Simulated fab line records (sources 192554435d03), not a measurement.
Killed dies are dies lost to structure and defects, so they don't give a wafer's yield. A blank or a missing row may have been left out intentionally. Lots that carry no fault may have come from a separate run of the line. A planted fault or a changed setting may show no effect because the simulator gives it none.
One fault through the eyes of 3 desks	flow n5 finfet	what lay behind the numbers comes last; until then each desk has only its own

== TOOL OWNER'S DESK, pvd sputter-03 ==
At N5_MIM_BOT_SPUTTER_00 (material TiN, target thk 35 nm, time 89.7 s) the tool's own readings: per lot run on this tool, the mean of the sampled wafers that have a number. A lot is out of limits, marked OUT, if its mean lies more than 4 standard deviations from the usual mean; the brackets give that distance.
Columns: A = chamber pressure pa at N5_MIM_BOT_SPUTTER_00, usual 0.5000 Pa; B = throttle valve pct at N5_MIM_BOT_SPUTTER_00, usual 29.8 %
lot	first seen here	A	B
L627	day 13 16:49	0.5003	30.0
L632	day 14 06:52	0.5002	30.5
L629	day 14 07:23	0.5009	29.9
Result from this desk: across the 3 lots, nothing is out of limits.

== THE DEFECT DESK ==
Per lot, the means of the sampled wafers with a number show what the inspections along the route counted. A lot is out of limits, marked OUT, if its mean lies more than 4 standard deviations from the usual mean; the brackets give that distance.
Columns: A = raw defect count at N5_BEOL_M15_INSPECT_55, usual 78
lot	first seen here	A
L626	day 11 23:44	80
L627	day 13 13:39	94
L632	day 14 05:08	75
L629	day 14 05:52	123
L636	day 15 13:19	95
L639	day 16 06:45	78
Result from this desk: across the 6 lots, nothing is out of limits.

== METROLOGY DESK ==
What the gauges read for every lot (on any tool): the sampled wafers with a number, averaged. A lot is out of limits, marked OUT, if its mean lies more than 4 standard deviations from the usual mean; the brackets give that distance. Of its 26 readings 7 are shown: those that lie furthest out on some lot.
Columns: A = M15_RS at N5_BEOL_M15_RS_MEAS_54, usual 0.0214 ohm/sq; B = COMB_M15_max_site at N5_BEOL_M15_RC_MEAS_101, usual 4.4e-12 S/m; C = COMB_M8 at N5_BEOL_M15_RC_MEAS_101, usual 2.7e-11 S/m; D = SERP_M10 at N5_BEOL_M15_RC_MEAS_101, usual 3.09 ohm/um; E = SERP_M12 at N5_BEOL_M15_RC_MEAS_101, usual 0.641 ohm/um; F = SERP_M13 at N5_BEOL_M15_RC_MEAS_101, usual 0.306 ohm/um; G = SERP_M6 at N5_BEOL_M15_RC_MEAS_101, usual 13.8 ohm/um
lot	first seen here	A	B	C	D	E	F	G
L626	day 11 23:35	0.0216	4.2e-12	2.2e-11	3.02	0.645	0.300	14.3
L627	day 13 13:30	0.0218	4.9e-12	3.1e-11	3.20	0.620	0.303	13.7
L632	day 14 04:59	0.0213	4.9e-12	3.1e-11	3.05	0.646	0.303	13.6
L629	day 14 05:43	0.0217	3.8e-12	2.1e-11	3.14	0.633	0.302	13.4
L636	day 15 13:10	0.0217	3.3e-12	2.6e-11	3.15	0.634	0.307	13.4
L639	day 16 06:36	0.0217	4.6e-12	2.3e-11	3.10	0.638	0.301	14.2
Result from this desk: across the 6 lots, nothing is out of limits.

== BROUGHT TOGETHER ==
The desk of the tool owner found nothing out of limits.
Nothing the defect desk looked at was out of limits.
Metrology desk: nothing out of limits seen.

== WHAT THE SIMULATOR HAD INSERTED ==
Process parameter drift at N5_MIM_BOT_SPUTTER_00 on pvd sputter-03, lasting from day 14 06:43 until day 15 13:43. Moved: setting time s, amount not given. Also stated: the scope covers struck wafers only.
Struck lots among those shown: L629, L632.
